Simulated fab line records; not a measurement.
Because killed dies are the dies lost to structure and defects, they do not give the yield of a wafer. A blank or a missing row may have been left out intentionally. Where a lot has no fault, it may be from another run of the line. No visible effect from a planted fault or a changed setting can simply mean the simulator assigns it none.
Chamber matching ; flow n5 finfet ; N5_BEOL_M0_SAQP_PECVD_97 on pecvd-04: 3 sister chambers
The step deposits SiNx from SiH4/NH3/N2, target thk 23 nm, time 19.9 s. 3 wafers are shown with their chamber, then 12 later ones without.

EACH WAFER AND ITS CHAMBER
wafer;chamber;showerhead plenum p Torr (Torr)
L090.4;2;5.12
L091.4;0;5.12
L091.5;1;5.30

WAFERS MISSING THEIR CHAMBER
wafer;showerhead plenum p Torr (Torr)
L093.3;5.31
L093.5;5.30
L093.6;5.10
L094.1;5.12
L094.2;5.13
L094.4;5.11
L096.1;5.29
L096.2;5.11
L096.3;5.12
L097.2;5.12
L097.4;5.11
L097.6;5.31

WHICH CHAMBER EACH ONE RAN IN
wafer;from the rows above;in truth
L093.3;1;1
L093.5;1;1
L093.6;can't be placed: 0 or 2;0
L094.1;can't be placed: 0 or 2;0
L094.2;can't be placed: 0 or 2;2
L094.4;can't be placed: 0 or 2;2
L096.1;1;1
L096.2;can't be placed: 0 or 2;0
L096.3;can't be placed: 0 or 2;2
L097.2;can't be placed: 0 or 2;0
L097.4;can't be placed: 0 or 2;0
L097.6;1;1
4 of 12 placed correctly. Cannot be placed on the basis of these rows: 8; the candidates contain the true chamber in 8. Placed wrongly: 0.
How it was worked out, from the rows above alone: a wafer's distance from a chamber is the root of the sum, over the readings, of the square of ((its reading less the chamber's mean) divided by the reading's scatter). The wafer belongs to the nearest chamber; if the next one is less than 2 further off, it can't be placed. The mean given for a chamber averages the wafers shown for that chamber. The scatter: root of mean squared gap, hidden wafer to nearest shown wafer, with one shown wafer a chamber.
